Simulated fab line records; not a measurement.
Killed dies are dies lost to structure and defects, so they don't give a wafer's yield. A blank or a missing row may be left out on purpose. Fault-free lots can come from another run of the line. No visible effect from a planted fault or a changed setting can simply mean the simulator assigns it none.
fab line records + flow nand_harc
record
- lots=14
- wafers=42
- last_day=28
route steps=1159 shown A_SOURCE_PLATE@416 A_ONON_D1@429 END@1159
lots untouched by any fault: they come from a run of this same line in which no faults occurred
start_h: the number of hours between the record's first day and the start of the first shown wafer of the lot + wait_h: hours since the lot's step before + " same as the row above + L1.1+2: a single row standing in for several wafers + - no value present, or no start provided + * or withheld: withheld + < > ~ a bound
route shown NAME@n: a module of which the file shows steps, and the number in the route of the first + usual: mean and standard deviation over wafers with no fault + same: alike in all rows + chamber/n: place in a boat + sites: each site's reading + _std_site: standard deviation across them + _edge_site: inner sites' mean taken away from outer sites' mean + radius_mm: how far each site lies from the wafer's centre + mask NAME#n: copy n + behind: the last tool/chamber to shape the wafer + hold: why the lot was held/for how many hours/how that ended + device: the n, p or np transistor that did not switch + end of line: the route-end tests of the same wafers + a step without rows: its recipe alone + killed: the dies lost at the first sort to structure and to defects; this is not the yield of the wafer + map: dies across one wafer; x = killed, . = not, _ = none there
set.NAME: the run value of the setting; set.NAME@STEP: its run value at that earlier step + model.NAME: the simulator's own value behind a step, which no gauge read
a sample of lots followed through the steps of the route, with each step as a table and each wafer as a row
services: the hour from which a tool's chamber was out of use, counted from the record's first day as start_h (under 0 if before that day), plus the number of hours and why
## steps
# step NHARC_A_SOURCE_PLATE_THK_MEAS_09
# recipe
- thk_meas_gauge=ellipsometry
# usual
- thk_nm=9.7/1
| lot.wafer | tool          | chamber | start_h | wait_h | thk_nm |
|-----------|---------------|---------|---------|--------|--------|
| L976.1    | film_metro-01 | -       | 202.53  | 0.4    | 8.8    |
| L976.5    | "             | -       | "       | "      | 8.4    |
| L976.6    | "             | -       | "       | "      | 10.6   |
| L977.1    | film_metro-02 | -       | 202.53  | 0.4    | 9.9    |
| L977.2    | "             | -       | "       | "      | 9.7    |
| L977.5    | "             | -       | "       | "      | 7.7    |
| L978.1    | film_metro-02 | -       | 202.53  | 0.4    | 8.6    |
| L978.2    | "             | -       | "       | "      | 10.4   |
| L978.6    | "             | -       | "       | "      | 8.8    |
| L980.1    | film_metro-01 | -       | 206.04  | 0.4    | 7.7    |
| L980.3    | "             | -       | "       | "      | 12.4   |
| L980.6    | "             | -       | "       | "      | 9.2    |
| L983.2    | film_metro-01 | -       | 214.63  | 0.4    | 9.8    |
| L983.3    | "             | -       | "       | "      | 8.0    |
| L983.6    | "             | -       | "       | "      | 11.0   |
| L982.4    | film_metro-02 | -       | 214.65  | 0.4    | 8.3    |
| L982.5    | "             | -       | "       | "      | 10.4   |
| L982.6    | "             | -       | "       | "      | 9.5    |
| L984.1    | film_metro-02 | -       | 219.51  | 0.4    | 10.6   |
| L984.2    | "             | -       | "       | "      | 9.9    |
| L984.5    | "             | -       | "       | "      | 9.0    |
| L981.4    | film_metro-01 | -       | 219.51  | 0.4    | 9.6    |
| L981.5    | "             | -       | "       | "      | 9.7    |
| L981.6    | "             | -       | "       | "      | 9.6    |
| L986.2    | film_metro-02 | -       | 223.38  | 0.4    | 8.8    |
| L986.4    | "             | -       | "       | "      | 9.8    |
| L986.5    | "             | -       | "       | "      | 8.2    |
| L989.1    | film_metro-02 | -       | 227.07  | 0.4    | 11.1   |
| L989.2    | "             | -       | "       | "      | 10.2   |
| L989.6    | "             | -       | "       | "      | 11.4   |
| L993.4    | film_metro-01 | -       | 243.74  | 0.4    | 9.1    |
| L993.5    | "             | -       | "       | "      | 9.4    |
| L993.6    | "             | -       | "       | "      | 11.5   |
| L995.1    | film_metro-01 | -       | 253.50  | 0.4    | 8.6    |
| L995.2    | "             | -       | "       | "      | 9.4    |
| L995.6    | "             | -       | "       | "      | 10.8   |
| L997.2    | film_metro-02 | -       | 258.25  | 0.4    | 10.9   |
| L997.4    | "             | -       | "       | "      | 10.5   |
| L997.5    | "             | -       | "       | "      | 10.6   |
| L999.1    | film_metro-01 | -       | 273.49  | 0.4    | 8.5    |
| L999.2    | "             | -       | "       | "      | 10.5   |
| L999.6    | "             | -       | "       | "      | 7.6    |
# step NHARC_A_ONON_D1_THK_MEAS_08
# recipe
- thk_meas_gauge=ellipsometry
# usual
- thk_nm=998/7.7
| lot.wafer | tool          | chamber | start_h | wait_h | thk_nm |
|-----------|---------------|---------|---------|--------|--------|
| L977.1    | film_metro-01 | -       | 220.04  | -      | 1003   |
| L977.2    | "             | -       | "       | "      | 1004   |
| L977.5    | "             | -       | "       | "      | 1003   |
| L976.1    | film_metro-01 | -       | 220.04  | -      | 1004   |
| L976.5    | "             | -       | "       | "      | 1004   |
| L976.6    | "             | -       | "       | "      | 1001   |
| L980.1    | film_metro-02 | -       | 220.39  | -      | 986    |
| L980.3    | "             | -       | "       | "      | 985    |
| L980.6    | "             | -       | "       | "      | 986    |
| L978.1    | film_metro-01 | -       | 220.74  | -      | 1011   |
| L978.2    | "             | -       | "       | "      | 1012   |
| L978.6    | "             | -       | "       | "      | 1013   |
| L983.2    | film_metro-02 | -       | 230.29  | -      | 1006   |
| L983.3    | "             | -       | "       | "      | 1006   |
| L983.6    | "             | -       | "       | "      | 1005   |
| L982.4    | film_metro-01 | -       | 230.30  | -      | 1002   |
| L982.5    | "             | -       | "       | "      | 1001   |
| L982.6    | "             | -       | "       | "      | 1001   |
| L981.4    | film_metro-02 | -       | 234.58  | -      | 993    |
| L981.5    | "             | -       | "       | "      | 996    |
| L981.6    | "             | -       | "       | "      | 995    |
| L984.1    | film_metro-02 | -       | 234.71  | -      | 1000   |
| L984.2    | "             | -       | "       | "      | 1001   |
| L984.5    | "             | -       | "       | "      | 1001   |
| L986.2    | film_metro-02 | -       | 238.07  | -      | 999    |
| L986.4    | "             | -       | "       | "      | 997    |
| L986.5    | "             | -       | "       | "      | 999    |
| L989.1    | film_metro-02 | -       | 244.13  | -      | 997    |
| L989.2    | "             | -       | "       | "      | 998    |
| L989.6    | "             | -       | "       | "      | 996    |
| L993.4    | film_metro-01 | -       | 258.61  | -      | 983    |
| L993.5    | "             | -       | "       | "      | 980    |
| L993.6    | "             | -       | "       | "      | 980    |
| L995.1    | film_metro-01 | -       | 268.21  | -      | 1004   |
| L995.2    | "             | -       | "       | "      | 1003   |
| L995.6    | "             | -       | "       | "      | 1003   |
| L997.2    | film_metro-01 | -       | 272.88  | -      | 1005   |
| L997.4    | "             | -       | "       | "      | 1006   |
| L997.5    | "             | -       | "       | "      | 1004   |
| L999.1    | film_metro-02 | -       | 288.10  | -      | 993    |
| L999.2    | "             | -       | "       | "      | 992    |
| L999.6    | "             | -       | "       | "      | 992    |
# step NHARC_A_ONON_D1_THK_MEAS_11
# recipe
- thk_meas_gauge=ellipsometry
# usual
- thk_nm=1002/8.1
| lot.wafer | tool          | chamber | start_h | wait_h | thk_nm |
|-----------|---------------|---------|---------|--------|--------|
| L977.1    | film_metro-02 | -       | 221.09  | -      | 1014   |
| L977.2    | "             | -       | "       | "      | 1014   |
| L977.5    | "             | -       | "       | "      | 1015   |
| L976.1    | film_metro-01 | -       | 221.10  | -      | 1005   |
| L976.5    | "             | -       | "       | "      | 1005   |
| L976.6    | "             | -       | "       | "      | 1006   |
| L980.1    | film_metro-02 | -       | 221.45  | -      | 1018   |
| L980.3    | "             | -       | "       | "      | 1016   |
| L980.6    | "             | -       | "       | "      | 1016   |
| L978.1    | film_metro-01 | -       | 221.79  | -      | 1003   |
| L978.2    | "             | -       | "       | "      | 1001   |
| L978.6    | "             | -       | "       | "      | 1002   |
| L983.2    | film_metro-02 | -       | 231.01  | -      | 986    |
| L983.3    | "             | -       | "       | "      | 985    |
| L983.6    | "             | -       | "       | "      | 986    |
| L982.4    | film_metro-01 | -       | 231.35  | -      | 996    |
| L982.5    | "             | -       | "       | "      | 996    |
| L982.6    | "             | -       | "       | "      | 997    |
| L981.4    | film_metro-02 | -       | 235.14  | -      | 1008   |
| L981.5    | "             | -       | "       | "      | 1008   |
| L981.6    | "             | -       | "       | "      | 1007   |
| L984.1    | film_metro-01 | -       | 235.28  | -      | 1005   |
| L984.2    | "             | -       | "       | "      | 1005   |
| L984.5    | "             | -       | "       | "      | 1006   |
| L986.2    | film_metro-02 | -       | 238.66  | -      | 996    |
| L986.4    | "             | -       | "       | "      | 995    |
| L986.5    | "             | -       | "       | "      | 994    |
| L989.1    | film_metro-02 | -       | 245.52  | -      | 995    |
| L989.2    | "             | -       | "       | "      | 994    |
| L989.6    | "             | -       | "       | "      | 994    |
| L993.4    | film_metro-01 | -       | 259.18  | -      | 987    |
| L993.5    | "             | -       | "       | "      | 987    |
| L993.6    | "             | -       | "       | "      | 986    |
| L995.1    | film_metro-01 | -       | 268.78  | -      | 1010   |
| L995.2    | "             | -       | "       | "      | 1011   |
| L995.6    | "             | -       | "       | "      | 1012   |
| L997.2    | film_metro-01 | -       | 273.44  | -      | 1004   |
| L997.4    | "             | -       | "       | "      | 1005   |
| L997.5    | "             | -       | "       | "      | 1002   |
| L999.1    | film_metro-01 | -       | 288.67  | -      | 1000   |
| L999.2    | "             | -       | "       | "      | 1000   |
| L999.6    | "             | -       | "       | "      | 1001   |
# step NHARC_A_ONON_D1_DEP_19
# recipe
- target_thk_a=10000
- n2_flow_sccm=2750
- n2o_flow_sccm=2000
- nh3_flow_sccm=500
- sih4_flow_sccm=210
- temp_c=400
| lot.wafer  | tool          | chamber | start_h | wait_h |
|------------|---------------|---------|---------|--------|
| L976.1+5+6 | pecvd_onon-03 | 0       | 230.13  | 0.5    |
| L980.1+3+6 | pecvd_onon-04 | 0       | 230.15  | 0.2    |
| L978.1+2+6 | pecvd_onon-03 | 0       | 230.48  | 0.5    |
| L977.1+2+5 | pecvd_onon-02 | 0       | 230.50  | 0.5    |
| L983.2+3+6 | pecvd_onon-02 | 0       | 240.86  | 0.3    |
| L981.4+5+6 | pecvd_onon-03 | 0       | 240.97  | 0.4    |
| L982.4+5+6 | pecvd_onon-02 | 0       | 241.69  | 0.7    |
| L984.1+2+5 | pecvd_onon-03 | 0       | 241.85  | 0.9    |
| L986.2+4+5 | pecvd_onon-03 | 0       | 248.44  | 0.1    |
| L989.1+2+6 | pecvd_onon-03 | 0       | 253.42  | 0.1    |
| L993.4+5+6 | pecvd_onon-02 | 0       | 267.07  | 0.2    |
| L995.1+2+6 | pecvd_onon-04 | 0       | 277.40  | 0.1    |
| L997.2+4+5 | pecvd_onon-04 | 0       | 283.22  | 0.1    |
| L999.1+2+6 | pecvd_onon-04 | 0       | 299.61  | 0.1    |
# step NHARC_A_ONON_D1_THK_MEAS_21
# recipe
- thk_meas_gauge=ellipsometry
# usual
- thk_nm=1001/11
| lot.wafer | tool          | chamber | start_h | wait_h | thk_nm |
|-----------|---------------|---------|---------|--------|--------|
| L976.1    | film_metro-02 | -       | 230.64  | -      | 1001   |
| L976.5    | "             | -       | "       | "      | 1001   |
| L976.6    | "             | -       | "       | "      | 1000   |
| L980.1    | film_metro-02 | -       | 230.67  | -      | 996    |
| L980.3    | "             | -       | "       | "      | 997    |
| L980.6    | "             | -       | "       | "      | 997    |
| L978.1    | film_metro-01 | -       | 230.99  | -      | 987    |
| L978.2    | "             | -       | "       | "      | 989    |
| L978.6    | "             | -       | "       | "      | 988    |
| L977.1    | film_metro-01 | -       | 231.01  | -      | 1006   |
| L977.2    | "             | -       | "       | "      | 1005   |
| L977.5    | "             | -       | "       | "      | 1005   |
| L983.2    | film_metro-02 | -       | 241.31  | -      | 987    |
| L983.3    | "             | -       | "       | "      | 987    |
| L983.6    | "             | -       | "       | "      | 986    |
| L981.4    | film_metro-01 | -       | 241.31  | -      | 980    |
| L981.5    | "             | -       | "       | "      | 980    |
| L981.6    | "             | -       | "       | "      | 980    |
| L982.4    | film_metro-02 | -       | 242.05  | -      | 1000   |
| L982.5    | "             | -       | "       | "      | 999    |
| L982.6    | "             | -       | "       | "      | 998    |
| L984.1    | film_metro-02 | -       | 242.37  | -      | 1001   |
| L984.2    | "             | -       | "       | "      | 1000   |
| L984.5    | "             | -       | "       | "      | 1001   |
| L986.2    | film_metro-01 | -       | 248.89  | -      | 1580   |
| L986.4    | "             | -       | "       | "      | 1016   |
| L986.5    | "             | -       | "       | "      | 1581   |
| L989.1    | film_metro-01 | -       | 253.92  | -      | 1007   |
| L989.2    | "             | -       | "       | "      | 1572   |
| L989.6    | "             | -       | "       | "      | 1007   |
| L993.4    | film_metro-02 | -       | 267.41  | -      | 1021   |
| L993.5    | "             | -       | "       | "      | 1018   |
| L993.6    | "             | -       | "       | "      | 1018   |
| L995.1    | film_metro-02 | -       | 277.91  | -      | 998    |
| L995.2    | "             | -       | "       | "      | 1000   |
| L995.6    | "             | -       | "       | "      | 997    |
| L997.2    | film_metro-02 | -       | 283.67  | -      | 1017   |
| L997.4    | "             | -       | "       | "      | 1016   |
| L997.5    | "             | -       | "       | "      | 1020   |
| L999.1    | film_metro-01 | -       | 300.15  | -      | 1003   |
| L999.2    | "             | -       | "       | "      | 1004   |
| L999.6    | "             | -       | "       | "      | 1002   |
# step NHARC_END_SORT_01
# recipe
- temp_c=25
# usual
- killed_at_array=29/11
- killed_at_other=0.5/0.85
- killed_at_periphery=3.0/2.3
- killed_dies=33/12
- killed_open=3.3/1.9
- killed_short=2.0/1.5
# same
- gross_dies=677
| lot.wafer | tool      | chamber | start_h | wait_h | killed_at_array | killed_at_other | killed_at_periphery | killed_dies | killed_open | killed_short |
|-----------|-----------|---------|---------|--------|-----------------|-----------------|---------------------|-------------|-------------|--------------|
| L986.2    | prober-02 | 0       | 608.35  | 2.8    | 672             | 3               | 2                   | 677         | 3           | 1            |
| L986.4    | prober-02 | 0       | 609.93  | 3.4    | 40              | 1               | 1                   | 42          | 6           | 4            |
| L986.5    | prober-02 | 0       | 610.73  | 3.7    | 671             | 2               | 4                   | 677         | 3           | 3            |
| L989.1    | prober-02 | 0       | 615.30  | 2.5    | 52              | 0               | 7                   | 59          | 4           | 3            |
| L989.2    | prober-02 | 0       | 616.10  | 2.8    | 666             | 3               | 8                   | 677         | 4           | 2            |
| L989.6    | prober-02 | 0       | 619.30  | 4.0    | 53              | 4               | 6                   | 63          | 5           | 1            |
# killed by level:class
L986.2 A_ONON_D1:area_dep=647 A_SLIT:chamber_film_flake=14 A_CHANNEL_HOLE_D1:chamber_film_flake=5 A_STAIRCASE:chamber_film_flake=2 A_CONTACT:chamber_film_flake=2 THIN_TSV:chamber_film_flake=2 P_CONTACT:geometric_particle:open=1 P_M2:geometric_particle:open=1
L986.4 A_SLIT:chamber_film_flake=19 A_CHANNEL_HOLE_D1:chamber_film_flake=7 A_CONTACT:geometric_particle:open=4 A_STAIRCASE:chamber_film_flake=2 A_CONTACT:chamber_film_flake=2 A_ONON_D1:geometric_particle:short=1 A_CHANNEL_HOLE_D1:geometric_particle:short=1 A_STAIRCASE:geometric_particle:open=1
L986.5 A_ONON_D1:area_dep=641 A_SLIT:chamber_film_flake=14 A_CHANNEL_HOLE_D1:chamber_film_flake=6 A_CONTACT:chamber_film_flake=3 P_STI:chamber_film_flake=2 THIN_TSV:chamber_film_flake=2 P_CONTACT:geometric_particle:open=1 A_CHANNEL_FILL_D1:geometric_particle:short=1
L989.1 A_CHANNEL_HOLE_D1:chamber_film_flake=20 A_SLIT:chamber_film_flake=20 A_CONTACT:chamber_film_flake=7 P_ZERO_WELL:chamber_film_flake=3 A_CHANNEL_FILL_D1:geometric_particle:short=2 P_GATE:geometric_particle:open=1 P_CONTACT:geometric_particle:open=1 P_BONDPAD:geometric_particle:short=1
L989.2 A_ONON_D1:area_dep=626 A_CHANNEL_HOLE_D1:chamber_film_flake=17 A_SLIT:chamber_film_flake=14 P_STI:chamber_film_flake=6 A_CONTACT:chamber_film_flake=3 THIN_TSV:chamber_film_flake=3 P_CONTACT:geometric_particle:open=1 P_M1:geometric_particle:open=1
L989.6 A_SLIT:chamber_film_flake=19 A_CHANNEL_HOLE_D1:chamber_film_flake=18 A_CONTACT:chamber_film_flake=5 P_STI:chamber_film_flake=4 THIN_TSV:chamber_film_flake=4 A_STAIRCASE:chamber_film_flake=3 A_CHANNEL_FILL_D1:chamber_film_flake=2 P_CONTACT:geometric_particle:open=1
## services
| tool          | chamber | start_h | hours | kind |
|---------------|---------|---------|-------|------|
| pecvd_onon-04 | -       | 237.00  | 13.0  | pm   |
| pecvd_onon-02 | -       | 292.34  | 13.0  | pm   |
## key
first_sign
- step=NHARC_A_ONON_D1_THK_MEAS_21
- reading=thk_nm
- direction=up
- sigmas=50
- usual=1001
- struck=1578
effect
- step=NHARC_END_SORT_01
- reading=killed_at_array
- direction=up
- sigmas=59
- usual=29
- struck=670
more_kills_born_at
- NHARC_A_ONON_D1_DEP_19@pecvd_onon-03=1914
met_at NHARC_A_ONON_D1_DEP_19
struck_lots L986,L989
struck_wafers L986.2,L986.5,L989.2
later_rows_left_out L986.2,L986.5,L989.2
tester_left_out L986,L989
not_acting_at NHARC_A_SOURCE_PLATE_THK_MEAS_09,NHARC_A_ONON_D1_THK_MEAS_08,NHARC_A_ONON_D1_THK_MEAS_11
onset_between 241.85 248.44
fault
- kind=process_parameter_drift
- tool=pecvd_onon-03
- chamber=-
- onset_h=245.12
- steps=NHARC_A_ONON_D1_DEP_19
- channel=target_thk_a
- offset=*
- shape=step
- end_h=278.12
- scope=struck_wafers_only
- acts_in=*
- stated=*
# tester_left_out: of these lots the tester's yield and bins aren't shown, on N5 and GAA mostly nor the transistor test; their killed dies are dies lost to structure and defects alone, not to doping, threshold or leakage, so they don't give the yield
# later_rows_left_out: the simulator's readings of these wafers behind a module that went badly wrong aren't trusted and aren't shown, but for the sort
